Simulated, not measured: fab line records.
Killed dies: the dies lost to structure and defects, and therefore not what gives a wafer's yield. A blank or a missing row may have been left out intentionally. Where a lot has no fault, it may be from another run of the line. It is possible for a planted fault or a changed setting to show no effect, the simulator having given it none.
2 desks, one fault -- flow n5_finfet -- only its own numbers are on each desk; what lay behind them is given at the end

== FOR THE TOOL OWNER'S DESK: rie_diel-02 ==
The tool's own readings at N5_BEOL_M2_VIA_ETCH_34 (etches the open film in C4F6/O2, target depth 69.4 nm, time 65.9 s): means of the sampled wafers that have a number, for each lot that ran on this tool. If a lot's mean is further than 4 standard deviations from the usual mean, the lot is out of limits and carries the mark OUT (the distance appears in the brackets).
Columns: A = drypump_motor_current_A at N5_BEOL_M2_VIA_ETCH_34, usual 5.7 A; B = mfc_ar_sccm at N5_BEOL_M2_VIA_ETCH_34, usual 300.1 sccm; C = oes_ar_750_au at N5_BEOL_M2_VIA_ETCH_34, usual 0.83 a.u.; D = oes_product_au at N5_BEOL_M2_VIA_ETCH_34, usual 0.83 a.u.; E = rf_vpp_V at N5_BEOL_M2_VIA_ETCH_34, usual 660 V; F = showerhead_plenum_p_Torr at N5_BEOL_M2_VIA_ETCH_34, usual 2.85 Torr; G = throttle_valve_pct at N5_BEOL_M2_VIA_ETCH_34, usual 30.8 %
lot,first seen here,A,B,C,D,E,F,G
L140,day 7 05:24,6.2,299.3,0.83,0.83,658,2.81,30.7
L144,day 8 12:47,6.1,299.0,0.95,0.96,665,2.83,30.8
L146,day 8 16:06,6.1,300.5,0.82,0.81,646,2.85,30.8
L149,day 9 18:07,5.9,299.4,0.89,1.19 (+4.0) OUT,673,2.87,30.9
L151,day 10 10:30,5.9,299.5,0.84,1.11,659,2.90,30.9
This desk's verdict: out of limits on L149, starting with L149 at day 9 18:07 (oes_product_au at N5_BEOL_M2_VIA_ETCH_34). Within limits: L140, L144, L146, L151.

== THE METROLOGY DESK ==
What the gauges read, lot by lot, whatever tool the lot ran on: means of the sampled wafers that have a number. If a lot's mean is further than 4 standard deviations from the usual mean, the lot is out of limits and carries the mark OUT (the distance appears in the brackets). 7 of its 10 readings are shown, namely those furthest out on some lot.
Columns: A = DIBL_N at N5_BEOL_M4_RC_MEAS_101, usual 36.8 mV/V; B = DIBL_P at N5_BEOL_M4_RC_MEAS_101, usual 37.1 mV/V; C = IOFF_P at N5_BEOL_M4_RC_MEAS_101, usual 0.22 nA/um; D = ION_N at N5_BEOL_M4_RC_MEAS_101, usual 679 uA/um; E = ION_P at N5_BEOL_M4_RC_MEAS_101, usual 466 uA/um; F = SS_N at N5_BEOL_M4_RC_MEAS_101, usual 71.7 mV/dec; G = VT_P at N5_BEOL_M4_RC_MEAS_101, usual -250 mV
lot,first seen here,A,B,C,D,E,F,G
L141,day 8 11:34,37.0,38.6,0.24,681,468,71.8,-249
L140,day 8 13:56,37.5,37.7,0.27,694,482,71.7,-245
L144,day 9 15:16,38.3,37.4,0.24,691,472,72.0,-246
L146,day 9 17:22,37.1,38.3,0.20,680,457,71.7,-255
L149,day 11 00:38,37.1,40.0,0.26,674,464,72.5,-246
L151,day 11 06:49,37.7,36.0,0.24,665,462,71.5,-249
L158,day 13 00:08,37.8,37.8,0.24,698,475,71.8,-249
L159,day 13 08:35,34.9,34.7,0.22,679,472,71.7,-248
L160,day 14 02:40,37.0,36.8,0.22,674,464,71.2,-248
This desk found nothing out of limits on any of the 9 lots.

== PUT TOGETHER ==
At day 9 18:07, on L149, the tool owner's desk was in a position to raise an alarm.
Nothing out of limits was seen by the metrology desk.
The metrology desk has L149 on record, within its limits.
All the named lots went through N5_BEOL_M2_VIA_ETCH_34 on rie_diel-02.

== WHAT THE SIMULATOR PUT IN ==
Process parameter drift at N5_BEOL_M2_VIA_ETCH_34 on rie_diel-02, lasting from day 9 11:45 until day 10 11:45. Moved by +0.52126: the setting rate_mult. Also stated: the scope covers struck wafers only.
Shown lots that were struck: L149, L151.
Time in hours from fault onset to the first out-of-limits reading at each desk: the tool owner's desk, 6.
